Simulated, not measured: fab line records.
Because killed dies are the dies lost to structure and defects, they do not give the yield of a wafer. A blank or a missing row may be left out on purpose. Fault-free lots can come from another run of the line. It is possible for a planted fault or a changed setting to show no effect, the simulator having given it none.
Struck lot and sound lot, side by side / flow n5Finfet / 40 out of 1938 route steps
Sound: wafers L555.3, L555.4, L555.6. Struck: wafer L546.3 (L546.4, L546.5, from the same lot, were not struck and are left out); the cause is given at the end.
For every step that has rows: the tool of each side, followed by ch and its chambers, followed by its first start. Under that, the readings that differ: sound wafers / struck wafers / difference of the means / sigmas: that difference in standard deviations of wafers without a fault.
alike: readings whose means differ by less than 2 such deviations, and words and numbers that are the same on both sides. not compared: withheld readings, readings that some wafer has no value for, bounds like >300 that may hide the same value, and numbers for which the record gives no deviation and whose values overlap.
Wherever a step has rows on one side only, a row that says differs or no value, or a row with sigmas, the two part there. When numbers do not overlap yet have no deviation, they are printed without sigmas and do not part them. A reading that every wafer of one side lacks parts them only if that side has two wafers or more.

first, 11 steps without rows for these wafers: N5_GATE_CUT_ETCHBACK_00 (etches W in SF6/Cl2); N5_GATE_CUT_ETCH_56 (etches TiN in Cl2/Ar, target depth 21.6 nm); N5_GATE_CUT_ETCHBACK_30 (etches TiN in Cl2/Ar, target depth 3 nm); N5_GATE_CUT_VAPOR_ETCH_60 (etches HfO2 in BCl3/Cl2); N5_GATE_CUT_ETCH_58 (etches SiNx in CH3F/O2, target depth 17 nm, time 128.6 s); N5_GATE_CUT_STRIP_59 (strips in N2/H2, time 20 s); N5_GATE_CUT_PRECLEAN_31 (cleans in DIW, time 300 s); N5_GATE_CUT_SRD_32 (time 30 s); N5_GATE_CUT_SAC_CAP_01 (material SiNx, target thk 24 nm, pulse time 1 s, ald cycles 480); N5_GATE_CUT_PECVD_57 (deposits SiNx from SiH4/NH3/N2, target thk 21 nm); N5_GATE_CUT_CMP_02 (polishes, stops on SiO2, t overpolish 12.7 s, target thk 0 nm).
N5_GATE_CUT_HM_DEP_46: deposits SiO2 from TEOS/O2, target thk 130 nm, time 26.6 s.
  sound on pecvd-04 ch 0,1,2, day 8 21:58; struck on pecvd-04 ch 1, day 6 15:01
reading=model.SiO2_of_GATE_CUT_HM_DEP_46.thkNm (nm); sound=128 131.6 130.2; struck=135.2; difference=+5.3; sigmas=
  alike: heaterPowerW, showerheadPlenumPTorr, throttleValvePct
then, 15 steps without rows for these wafers: N5_GATE_CUT_COAT_34 (time 60 s, resist thk 60 nm); N5_GATE_CUT_COAT_35 (time 60 s, resist thk 10 nm); N5_GATE_CUT_COAT_27 (time 60 s, resist thk 10 nm); N5_GATE_CUT_COAT_07 (resist thk 30 nm); N5_GATE_CUT_EBR_09; N5_GATE_CUT_SOFTBAKE_08 (time 60 s); N5_GATE_CUT_EXPOSE_10 (exposes mask GATE CUT, target cd 20 nm); N5_GATE_CUT_PEB_11 (peb time 60 s); N5_GATE_CUT_DEVELOP_12 (develop time 30 s); N5_GATE_CUT_DESCUM_18 (chemistry O2, time 7 s); N5_GATE_CUT_ETCH_28 (etches underlayer in N2/H2, target depth 13 nm, time 10.4 s); N5_GATE_CUT_ETCH_36 (etches SiARC in CF4, target depth 13 nm, time 21.7 s); N5_GATE_CUT_ETCH_37 (etches SOC in N2/H2, target depth 60 nm, overetch 12 nm, time 90 s); N5_GATE_CUT_STRIP_38 (strips in N2/H2); N5_GATE_CUT_STRIP_39 (strips in N2/H2).
N5_GATE_CUT_HM_OPEN_40: chemistry C4F6/O2, target SiO2, target depth 139 nm, time 85.1 s.
  sound on rieDiel-01 ch 1,2,3, day 8 22:35; struck on rieDiel-05 ch 2, day 6 16:02
reading=rfVppV (V); sound=648 651 661; struck=689; difference=+36; sigmas=+3
reading=model.etch.depthNm (nm); sound=128 131.6 130.2; struck=135.3; difference=+5.4; sigmas=
reading=model.SOC_of_GATE_CUT_COAT_34.thkNm (nm); sound=33.4 31.8 32.8; struck=31; difference=-2; sigmas=
  alike: O2_flow_sccm, drypumpMotorCurrentA, etchRfOnTimeS, oes_f_703_au, oes_o_777_au, oesProductAu, showerheadPlenumPTorr, throttleValvePct
  not compared: rfHoursCounterH
then, 10 steps without rows for these wafers: N5_GATE_CUT_STRIP_41 (strips in CF4); N5_GATE_CUT_STRIP_42 (strips in O2); N5_GATE_CUT_ETCH_19 (etches SiNx in CH3F/O2, target depth 53.7 nm, time 76.7 s); N5_GATE_CUT_CUT_ETCH_53 (etches W in SF6/Cl2, target depth 79.2 nm); N5_GATE_CUT_CUT_ETCH_54 (etches TiN in Cl2/BCl3, target depth 96.7 nm); N5_GATE_CUT_CUT_ETCH_55 (etches HfO2 in BCl3, target depth 3.2 nm); N5_GATE_CUT_ETCH_47 (etches SiO2 in Cl2/BCl3, target depth 10 nm); N5_GATE_CUT_VAPOR_ETCH_48 (etches TiN in BCl3/Cl2); N5_GATE_CUT_VAPOR_ETCH_49 (etches TiAlC in BCl3/Cl2); N5_GATE_CUT_VAPOR_ETCH_51 (etches HfO2 in BCl3/Cl2).
N5_GATE_CUT_CMP_23: polishes, stops on SiO2, t overpolish 23.4 s, target thk 16 nm.
  sound on cmp-02 ch 0,3, day 9 00:45; struck on cmp-01 ch 3, day 6 18:31
reading=model.SiO2_of_GATE_CUT_HM_DEP_46.thkNm (nm); sound=102.4 105.8 104.4; struck=109.6; difference=+5.4; sigmas=
  alike: edgeZonePressureFrac, motorCurrentA, overpolishRunS, timeToEndpointS
N5_GATE_CUT_THK_MEAS_24:
  struck on filmMetro-02, day 6 18:46; sound on filmMetro-01, day 9 01:03
reading=GC_FILL_THK (nm); sound=216.3 221.9 219.3; struck=226.3; difference=+7.1; sigmas=+4

WHERE THEY PART
At N5_GATE_CUT_HM_OPEN_40 first; at N5_GATE_CUT_THK_MEAS_24 last (within this record only).

WHY: the cause the simulator had injected
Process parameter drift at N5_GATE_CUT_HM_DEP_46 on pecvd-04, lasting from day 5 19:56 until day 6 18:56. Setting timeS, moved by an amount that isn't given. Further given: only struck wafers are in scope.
